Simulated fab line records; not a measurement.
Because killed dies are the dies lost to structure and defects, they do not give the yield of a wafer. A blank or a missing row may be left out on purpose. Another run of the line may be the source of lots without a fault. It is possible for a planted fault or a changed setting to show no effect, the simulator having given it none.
Chamber matching    flow nandHarc    NHARC_A_STAIRCASE_DEP_325 on pecvd-04: 3 sister chambers
The step deposits SiO2, target thk 3800 nm. 3 wafers are shown with their chamber, then 7 later ones without.

## WAFERS WITH THEIR CHAMBER
wafer   chamber  heaterPowerW (W)
L086.5  1        596
L085.2  2        569
L085.4  0        562

## WAFERS MISSING THEIR CHAMBER
wafer   heaterPowerW (W)
L085.6  460
L088.3  675
L088.4  473
L088.5  586
L093.1  556
L093.2  716
L093.4  553

## EACH ONE'S CHAMBER
wafer   from the rows above           in truth
L085.6  can't be placed: 0 or 2 or 1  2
L088.3  can't be placed: 1 or 2 or 0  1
L088.4  can't be placed: 0 or 2 or 1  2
L088.5  can't be placed: 1 or 2 or 0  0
L093.1  can't be placed: 0 or 2 or 1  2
L093.2  can't be placed: 1 or 2 or 0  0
L093.4  can't be placed: 0 or 2 or 1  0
Placed correctly: 0 of 7. From these rows, 7 cannot be placed; in 7 the true chamber is one of the candidates. Placed wrongly: 0.
How it was worked out, from the rows above alone: a wafer's distance from a chamber is the root of the sum, over the readings, of the square of ((its reading less the chamber's mean) divided by the reading's scatter). If the next closest chamber is less than 2 further off than the closest, the wafer can't be placed; otherwise it belongs to the closest. Each chamber's mean is taken over the wafers shown for it. The scatter: with one shown wafer a chamber, the root of the mean of the squares of how far each hidden wafer lies from its nearest shown one.
